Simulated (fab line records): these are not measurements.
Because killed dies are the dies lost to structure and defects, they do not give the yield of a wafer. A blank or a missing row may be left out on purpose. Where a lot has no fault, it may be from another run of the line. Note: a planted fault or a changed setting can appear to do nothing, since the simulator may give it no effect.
Which tool did it? ; flow nand-harc ; Sampling: 6 lots, 18 wafers, 4 of 1159 route steps

## WHAT EACH GAUGE READ, for each wafer
NHARC_A_ONON_D1_THK_MEAS_21: measures by ellipsometry.
lot;measured;on;thk-nm (nm)
L205;day 8 07:23;film-metro-01;1021 1021 1022
L208;day 9 19:19;film-metro-01;1596 1595 1593
L213;day 11 02:53;film-metro-02;997 997 997
L214;day 11 18:17;film-metro-02;1004 1008 1007
L220;day 12 08:19;film-metro-01;1013 1013 1011
L222;day 12 21:46;film-metro-02;987 988 987

## WHICH TOOL RAN EACH LOT (tool, then ch and the chambers of the sampled wafers, then the start)
lot;NHARC_A_ZERO_WELL_ETCH_19;NHARC_A_ZERO_WELL_RTA_16;NHARC_A_ONON_D1_DEP_19
L205;rie-diel-09 ch 0,1, day 7 01:09;rtp-anneal-01 ch 0, day 7 02:13;pecvd-onon-02 ch 0, day 8 06:56
L208;rie-diel-09 ch 0,1,3, day 8 09:23;rtp-anneal-01 ch 0, day 8 10:29;pecvd-onon-02 ch 0, day 9 18:52
L213;rie-diel-02 ch 0,2, day 9 17:44;rtp-anneal-01 ch 0, day 9 18:47;pecvd-onon-03 ch 0, day 11 02:22
L214;rie-diel-02 ch 0,1,2, day 10 04:29;rtp-anneal-02 ch 0, day 10 05:32;pecvd-onon-03 ch 0, day 11 17:53
L220;rie-diel-02 ch 0,1,2, day 11 00:07;rtp-anneal-02 ch 0, day 11 01:08;pecvd-onon-03 ch 0, day 12 07:49
L222;rie-diel-09 ch 0,3, day 11 13:14;rtp-anneal-02 ch 0, day 11 14:17;pecvd-onon-01 ch 0, day 12 21:18
- NHARC_A_ZERO_WELL_ETCH_19: etches the open film in N2/H2, target depth 80 nm, overetch 24 nm, time 87.88 s.
- NHARC_A_ZERO_WELL_RTA_16: time 10 s.
- NHARC_A_ONON_D1_DEP_19: target thk 1000 nm.

## THE ANSWER, worked out from the rows above alone
Rule: what is usual is taken from the lots themselves. The widest of any qualifying gaps counts: lots, ordered by their means at a reading, are off when they make up no more than a third of the lots, leave a main group of 4 or more, and stand apart from it by 3 or more times the standard deviation of that group's means. A main group is skipped when, at the precision printed for the reading in the tables above, its means are all equal. Also off: a lot with no number at a reading for which 4 or more lots have one. The other lots that the step has rows for count as sound.
Off, at NHARC_A_ONON_D1_THK_MEAS_21 on thk-nm: L208. The main group has a mean of 1005 nm with a standard deviation of 12.
A tool fits if, at a process step before that reading, it ran every lot that is off, and no sound lot after the first of them. Gauges at NHARC_A_ONON_D1_THK_MEAS_21: tried the same way as those tools. One candidate fits, namely pecvd-onon-02 at NHARC_A_ONON_D1_DEP_19. A fault onset in the window from L205 (day 8 06:56, its last sound lot) to L208 (day 9 18:52, its first lot off) fits.

## WHAT THE SIMULATOR HAD PUT IN
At NHARC_A_ONON_D1_DEP_19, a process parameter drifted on pecvd-onon-02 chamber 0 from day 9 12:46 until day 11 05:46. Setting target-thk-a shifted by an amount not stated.
Struck lots among those shown: L208. The rule above found the same.
